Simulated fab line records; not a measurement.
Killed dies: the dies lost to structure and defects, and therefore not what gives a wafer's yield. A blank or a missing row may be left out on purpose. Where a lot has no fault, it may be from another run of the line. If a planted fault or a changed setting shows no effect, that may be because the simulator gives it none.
fab line records	flow n5-finfet
record lots=9	wafers=24	last-day=17
route steps=1938 shown MOL_CONTACT_COAG@606 BEOL_M4@1111
lots untouched by any fault: they come from a run of this same line in which no faults occurred
start-h: start of the lot's first displayed wafer, in hours after the record's first day	wait-h: how many hours have passed since the lot's step before this one	" unchanged from the row above	L1.1+2: a row that stands for several wafers	- either no value or no given start	* or withheld: withheld	< > ~ a bound
route shown NAME@n: names a module that has steps shown in the file, with the first one's number in the route	usual: the fault-free wafers' mean and standard deviation	same: alike in all rows	chamber/n: place in a boat	sites: readings site by site	_std_site: the standard deviation of these	_edge_site: outer sites' mean less inner sites'	radius-mm: how far each site lies from the wafer's centre	mask NAME#n: copy n	behind: the last tool/chamber to shape the wafer	hold: why the lot went on hold/how many hours it stayed there/how the hold came to an end	device: whichever transistor did not switch (one of n, p or np)	end of line: the route-end tests of the same wafers	a step with no rows: only its recipe	killed: not the wafer's yield, but the dies lost to structure and defects at the first sort	map: shows each die of a wafer: x if killed, . if not, _ if none is there
set.NAME: the run value of the setting; set.NAME@STEP: its run value at that earlier step	model.NAME: the simulator's own value behind a step, which no gauge read
one table for each step of the route and one row for each wafer, over a sample of lots
services: from which hour (start-h, from the record's first day; less than 0 if before it) a tool's chamber was out of use, for how many hours, and why
## steps
# step N5_MOL_CONTACT_COAG_ETCH_65
# recipe chemistry=N2/H2	target=underlayer	target-depth-a=130	mask-material=CAR-EUV	time-s=10.4	ion-energy-ev=200	pressure-mtorr=30	source-w=840	bias-w=150	n2-flow-sccm=200	h2-flow-sccm=200	ends=cleared
# usual drypump-motor-current-A=5.8/0.41	etch-rf-on-time-s=10.4/0.3	oes-product-au=0.67/0.081	rf-vpp-V=524.6/2.1	showerhead-plenum-p-Torr=2.57/0.074	throttle-valve-pct=17.87/0.27
lot.wafer	tool	chamber	start-h	wait-h	drypump-motor-current-A	etch-rf-on-time-s	oes-product-au	rf-hours-counter-h	rf-vpp-V	showerhead-plenum-p-Torr	throttle-valve-pct
L869.2	rie-diel-06	1	113.02	0.0	6.5	9.9	0.63	228	526.9	2.60	17.72
L869.3	"	0	"	"	5.3	10.8	0.59	182	520.7	2.41	17.78
L874.2	rie-diel-05	1	141.62	0.0	6.1	10.0	0.77	26	524.9	2.59	17.42
L874.3	"	3	"	"	6.1	10.4	0.60	220	523.0	2.53	18.21
L874.5	"	1	"	"	6.1	10.1	0.78	-	524.4	2.59	17.44
L876.5	rie-diel-05	1	153.87	0.0	6.1	10.2	0.77	-	524.9	2.59	17.43
L876.6	"	0	"	"	5.4	11.1	0.80	-	523.6	2.52	17.88
L877.2	rie-diel-06	2	164.14	0.0	6.4	10.3	0.83	7	524.5	2.59	17.41
L877.4	"	0	"	"	5.4	10.8	0.58	-	521.7	2.40	17.81
L877.6	"	2	"	"	6.4	10.2	0.83	-	525.1	2.59	17.42
L879.2	rie-diel-05	3	174.41	0.0	6.1	10.5	0.59	232	523.2	2.52	18.24
L879.6	"	0	"	"	5.4	11.0	0.77	-	522.4	2.52	17.85
L880.2	rie-diel-04	0	181.81	0.0	5.3	10.3	0.58	245	525.7	2.59	18.15
L880.3	"	2	"	"	5.9	10.4	0.70	108	526.9	2.66	17.78
L880.6	"	3	"	"	5.4	10.1	0.61	-	522.4	2.50	18.01
L881.1	rie-diel-04	1	184.09	0.0	5.4	10.6	0.60	233	526.6	2.63	18.25
L881.2	"	0	"	"	5.3	10.3	0.59	245	525.7	2.59	18.14
L881.3	"	2	"	"	5.9	10.4	0.70	109	527.5	2.66	17.76
L882.2	rie-diel-05	3	192.73	0.0	6.2	10.4	0.58	239	522.2	2.52	18.26
L882.4	"	0	"	"	5.3	10.8	0.77	-	521.0	2.51	17.90
L882.6	"	3	"	"	6.1	10.3	0.58	-	522.1	2.52	18.23
L883.1	rie-diel-05	3	196.88	0.0	6.2	10.4	0.58	241	524.0	2.52	18.25
L883.3	"	2	"	"	5.7	10.2	0.66	132	526.4	2.68	18.03
L883.5	"	0	"	"	5.4	10.8	0.75	-	523.6	2.51	17.89
# step N5_MOL_CONTACT_COAG_ETCHBACK_134
# recipe chemistry=CHF3	target=SiO2	target-depth-a=100	time-s=6.7	ion-energy-ev=200	pressure-mtorr=30	source-w=610	bias-w=170	Ar_flow_sccm=200	CHF3_flow_sccm=50
# usual drypump-motor-current-A=5.8/0.43	oes_ar_750_au=0.79/0.098	oes-product-au=0.79/0.11	rf-vpp-V=528/21	showerhead-plenum-p-Torr=2.40/0.059	throttle-valve-pct=18.70/0.25
lot.wafer	tool	chamber	start-h	wait-h	drypump-motor-current-A	oes_ar_750_au	oes-product-au	rf-hours-counter-h	rf-vpp-V	showerhead-plenum-p-Torr	throttle-valve-pct
L869.2	rie-diel-04	2	113.31	0.1	5.9	0.82	0.84	86	546	2.50	18.72
L869.3	"	3	"	"	5.4	0.75	0.74	208	480	2.35	18.95
L874.2	rie-diel-06	0	141.90	0.1	5.4	0.70	0.69	196	502	2.30	18.95
L874.3	"	1	"	"	6.5	0.71	0.71	243	547	2.45	18.76
L874.5	"	3	"	"	5.7	0.93	0.93	-	511	2.41	18.26
L876.5	rie-diel-04	2	154.80	0.0	5.9	0.80	0.82	-	547	2.49	18.73
L876.6	"	1	"	"	5.4	0.72	0.72	-	518	2.42	18.67
L877.2	rie-diel-04	2	164.78	0.2	5.8	0.80	0.83	102	546	2.49	18.74
L877.4	"	1	"	"	5.4	0.72	0.71	225	517	2.42	18.69
L877.6	"	1	"	"	5.3	0.71	0.71	-	517	2.42	18.69
L879.2	rie-diel-06	0	174.74	0.1	5.3	0.69	0.68	210	503	2.30	19.01
L879.6	"	3	"	"	5.7	0.90	0.90	-	514	2.41	18.29
L880.2	rie-diel-05	1	182.31	0.3	6.1	0.87	0.88	41	524	2.43	18.39
L880.3	"	2	"	"	5.7	0.76	0.78	125	541	2.47	18.62
L880.6	"	0	"	"	5.3	0.90	0.92	-	535	2.34	18.60
L881.1	rie-diel-04	3	184.86	0.2	5.4	0.73	0.72	233	481	2.34	18.97
L881.2	"	0	"	"	5.3	0.69	0.68	246	549	2.45	19.16
L881.3	"	2	"	"	5.8	0.79	0.83	109	545	2.49	18.77
L882.2	rie-diel-05	2	193.11	0.1	5.7	0.76	0.77	130	542	2.46	18.62
L882.4	"	0	"	"	5.4	0.89	0.91	-	537	2.34	18.62
L882.6	"	2	"	"	5.7	0.76	0.77	-	541	2.46	18.63
L883.1	rie-diel-05	0	197.28	0.2	5.4	0.87	0.89	20	534	2.34	18.62
L883.3	"	1	"	"	6.1	0.86	0.88	42	524	2.42	18.38
L883.5	"	3	"	"	6.1	0.68	0.68	-	525	2.34	18.90
# step N5_MOL_CONTACT_COAG_CD_MEAS_101
# recipe target-cd-nm=16
# usual cd-nm=16.0/0.44
lot.wafer	tool	chamber	start-h	wait-h	cd-nm
L869.2	cd-sem-02	-	113.82	0.0	15.9
L869.3	"	-	"	"	16.0
L874.2	cd-sem-03	-	142.42	0.0	16.5
L874.3	"	-	"	"	17.0
L874.5	"	-	"	"	16.7
L876.5	cd-sem-01	-	155.31	0.0	16.0
L876.6	"	-	"	"	15.6
L877.2	cd-sem-03	-	165.29	0.0	15.8
L877.4	"	-	"	"	15.3
L877.6	"	-	"	"	15.3
L879.2	cd-sem-01	-	175.29	0.0	15.9
L879.6	"	-	"	"	15.7
L880.2	cd-sem-03	-	182.82	0.0	16.3
L880.3	"	-	"	"	15.4
L880.6	"	-	"	"	15.9
L881.1	cd-sem-03	-	185.41	0.0	15.8
L881.2	"	-	"	"	16.0
L881.3	"	-	"	"	15.8
L882.2	cd-sem-02	-	193.65	0.0	15.4
L882.4	"	-	"	"	15.4
L882.6	"	-	"	"	15.0
L883.1	cd-sem-02	-	197.79	0.0	16.0
L883.3	"	-	"	"	15.9
L883.5	"	-	"	"	16.1
# step N5_MOL_CONTACT_COAG_ANNEAL_112
# recipe temp-c=400	time-s=1800	ambient=HPD2	pressure-atm=10
# usual spike-tc-bottom-C=426.0/1.1	spike-tc-centre-C=400.3/0.91	spike-tc-lower-C=399.9/0.92	spike-tc-top-C=430.3/1.1	spike-tc-upper-C=400.4/1.1	wafer_temp_C_max=402.2/0.49	zone-power-bottom-pct=12.03/0.11	zone-power-centre-pct=9.33/0.086	zone-power-lower-pct=8.33/0.079	zone-power-top-pct=21.77/0.22	zone-power-upper-pct=9.09/0.097
lot.wafer	tool	chamber	start-h	wait-h	spike-tc-bottom-C	spike-tc-centre-C	spike-tc-lower-C	spike-tc-top-C	spike-tc-upper-C	wafer_temp_C_max	zone-power-bottom-pct	zone-power-centre-pct	zone-power-lower-pct	zone-power-top-pct	zone-power-upper-pct
L869.2	hp-anneal-01	0	117.38	2.8	425.1	399.1	400.0	430.0	400.7	402.8	11.76	9.27	8.31	21.93	9.02
L869.3	"	0	"	"	426.3	400.8	400.0	431.8	401.8	402.5	12.10	9.33	8.41	21.70	9.14
L874.2	hp-anneal-01	0	143.19	0.0	425.4	399.8	397.6	429.9	400.3	402.1	12.14	9.35	8.37	21.67	9.13
L874.3	"	0	"	"	425.8	399.4	399.9	429.3	401.7	402.0	12.02	9.28	8.33	22.00	9.07
L874.5	"	0	"	"	426.0	398.5	400.3	430.0	401.8	402.2	11.96	9.26	8.43	22.03	9.13
L876.5	hp-anneal-01	0	156.08	0.0	425.4	399.4	400.5	428.5	401.4	402.1	11.90	9.35	8.33	21.84	9.05
L876.6	"	0	"	"	425.8	400.4	401.4	427.9	401.1	402.6	12.05	9.13	8.32	21.56	9.10
L877.2	hp-anneal-01	0	166.06	0.0	426.1	400.5	399.7	429.1	400.1	402.4	11.97	9.32	8.41	21.88	9.10
L877.4	"	0	"	"	424.2	400.6	402.2	431.0	399.8	402.3	12.11	9.29	8.24	21.59	9.08
L877.6	"	0	"	"	425.1	400.7	400.5	429.5	400.1	402.4	12.05	9.41	8.27	21.51	8.99
L879.2	hp-anneal-01	0	176.06	0.0	427.2	400.5	399.0	431.4	399.8	402.5	12.05	9.31	8.22	22.26	9.05
L879.6	"	0	"	"	425.7	401.1	401.5	431.1	400.5	401.6	12.08	9.37	8.47	21.76	9.08
L880.2	hp-anneal-01	0	183.62	0.0	415.8	390.6	391.3	421.5	391.5	392.3	11.46	9.10	8.07	21.44	8.73
L880.3	"	0	"	"	416.4	390.7	391.7	422.6	391.8	393.0	11.76	9.20	8.02	21.35	8.90
L880.6	"	0	"	"	417.2	391.4	390.0	420.9	391.0	392.2	11.49	9.01	8.07	21.09	8.77
L881.1	hp-anneal-01	0	186.62	0.5	416.7	391.4	390.8	419.7	391.4	392.3	11.61	9.10	7.94	20.88	8.71
L881.2	"	0	"	"	416.5	391.9	390.7	421.2	392.0	393.9	11.44	9.05	7.88	20.87	8.94
L881.3	"	0	"	"	417.1	390.2	389.1	423.2	390.4	392.6	11.55	9.11	8.08	21.02	8.77
L882.2	hp-anneal-01	0	194.42	0.0	417.8	389.7	391.3	420.9	391.4	392.6	11.70	9.13	8.08	21.19	8.91
L882.4	"	0	"	"	415.9	389.7	391.1	419.8	390.6	392.4	11.62	8.93	8.15	21.08	8.66
L882.6	"	0	"	"	416.6	390.7	391.1	420.3	389.8	391.9	11.60	9.23	8.02	20.90	8.77
L883.1	hp-anneal-01	0	198.59	0.0	416.1	391.8	390.4	423.4	391.2	392.2	11.44	8.95	8.04	21.23	8.93
L883.3	"	0	"	"	418.2	391.1	390.1	421.1	390.5	392.8	11.61	9.03	8.01	20.92	8.92
L883.5	"	0	"	"	417.1	390.2	389.6	422.2	389.6	393.0	11.27	9.00	8.04	21.61	8.64
# step N5_BEOL_M4_RC_MEAS_101
# usual DIBL_N=36.1/2	DIBL_P=36.3/2.5	IOFF_N=0.16/0.037	IOFF_P=0.21/0.039	ION_N=678/15	ION_P=465/8.7	SS_N=71.4/0.7	SS_P=73.3/0.74	VT_N=249/3.6	VT_P=-250.0/2.9
lot.wafer	tool	chamber	start-h	wait-h	DIBL_N[mV/V]	DIBL_P[mV/V]	IOFF_N[nA/um]	IOFF_P[nA/um]	ION_N[uA/um]	ION_P[uA/um]	SS_N[mV/dec]	SS_P[mV/dec]	VT_N[mV]	VT_P[mV]
L869.2	prober-01	0	191.52	0.2	35.7	35.4	0.14	0.17	675	457	70.6	73.0	254	-255.2
L869.3	"	0	"	"	37.6	37.8	0.18	0.22	674	460	72.1	74.7	249	-249.7
L874.2	prober-02	0	199.78	0.2	32.3	30.4	0.09	0.14	653	459	70.1	71.2	257	-253.7
L874.3	"	0	"	"	34.5	33.9	0.12	0.18	666	465	71.4	73.0	251	-250.1
L874.5	"	0	"	"	37.8	38.5	0.17	0.25	672	467	71.9	73.8	248	-247.8
L876.5	prober-01	0	234.30	0.6	33.9	33.0	0.12	0.17	663	464	71.1	72.9	255	-251.0
L876.6	"	0	"	"	37.4	38.3	0.17	0.26	678	469	71.9	74.4	249	-245.3
L877.2	prober-02	0	238.91	0.2	34.5	33.9	0.13	0.19	677	467	71.6	73.5	249	-249.3
L877.4	"	0	"	"	36.6	35.8	0.16	0.22	685	462	72.0	73.9	246	-250.9
L877.6	"	0	"	"	36.0	35.6	0.16	0.21	683	465	71.9	73.1	247	-249.6
L879.2	prober-02	0	256.44	0.2	38.8	41.2	0.25	0.32	705	485	72.3	73.9	243	-243.5
L879.6	"	0	"	"	38.7	39.1	0.23	0.27	697	474	72.0	73.4	244	-249.4
L881.1	prober-01	0	268.83	0.0	38.4	37.4	0.19	0.23	664	454	72.4	74.7	251	-250.0
L881.2	"	0	"	"	33.5	33.7	0.12	0.19	664	457	70.8	73.5	253	-251.5
L881.3	"	0	"	"	37.6	38.1	0.19	0.25	697	472	71.8	74.9	247	-249.9
L880.2	prober-02	0	275.26	0.2	38.2	39.3	0.20	0.22	686	462	72.2	73.9	248	-252.3
L880.3	"	0	"	"	39.7	41.3	0.25	0.26	710	476	72.4	74.8	243	-248.9
L880.6	"	0	"	"	39.1	40.2	0.21	0.23	676	453	72.3	74.7	247	-251.6
L883.1	prober-02	0	283.95	0.0	32.4	32.2	0.11	0.13	655	442	71.1	72.2	253	-259.7
L883.3	"	0	"	"	35.0	36.2	0.15	0.18	666	452	71.8	74.1	252	-257.1
L883.5	"	0	"	"	32.9	34.0	0.13	0.15	671	455	70.6	72.3	249	-257.7
L882.2	prober-02	0	285.04	0.7	38.7	38.7	0.22	0.24	686	457	72.3	74.7	247	-250.3
L882.4	"	0	"	"	37.1	37.5	0.19	0.22	686	463	72.0	73.4	248	-251.1
L882.6	"	0	"	"	38.4	39.5	0.22	0.26	692	462	72.3	74.8	243	-250.1
## services
tool	chamber	start-h	hours	kind
rie-diel-05	1	102.88	4.1	repair
rie-diel-06	3	109.47	-	clean
rie-diel-06	3	109.47	-	consumable-replace:focus-ring
rie-diel-06	3	109.47	17.5	scheduled-down
rie-diel-06	3	109.47	17.5	vent-cycle
rie-diel-05	0	124.16	-	clean
rie-diel-05	0	124.16	-	consumable-replace:focus-ring
rie-diel-05	0	124.16	14.1	scheduled-down
rie-diel-05	0	124.16	14.1	vent-cycle
rie-diel-06	2	127.08	-	clean
rie-diel-06	2	127.08	-	consumable-replace:focus-ring
rie-diel-06	2	127.08	14.0	scheduled-down
rie-diel-06	2	127.08	14.0	vent-cycle
rie-diel-06	1	163.37	-	clean
rie-diel-06	1	163.37	-	consumable-replace:focus-ring
rie-diel-06	1	163.37	11.2	scheduled-down
rie-diel-06	1	163.37	11.2	vent-cycle
rie-diel-05	0	167.07	5.0	repair
rie-diel-04	2	175.54	3.6	repair
rie-diel-05	1	183.42	12.0	repair
rie-diel-04	0	197.28	-	clean
rie-diel-04	0	197.28	-	consumable-replace:focus-ring
rie-diel-04	0	197.28	12.2	scheduled-down
rie-diel-04	0	197.28	12.2	vent-cycle
## key
first-sign step=N5_MOL_CONTACT_COAG_ANNEAL_112	reading=wafer_temp_C_max	direction=down	sigmas=19	usual=*	struck=*
effect step=N5_MOL_CONTACT_COAG_ANNEAL_112	reading=spike-tc-centre-C	direction=down	sigmas=10	usual=400.3	struck=390.8
met-at N5_MOL_CONTACT_COAG_ANNEAL_112
struck-lots L880,L881,L882,L883
not-acting-at N5_MOL_CONTACT_COAG_ETCH_65,N5_MOL_CONTACT_COAG_ETCHBACK_134,N5_MOL_CONTACT_COAG_CD_MEAS_101
fault kind=process-parameter-drift	tool=hp-anneal-01	chamber=-	onset-h=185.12	steps=N5_MOL_CONTACT_COAG_ANNEAL_112	channel=temp-c	offset=*	shape=step	end-h=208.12	stated=*
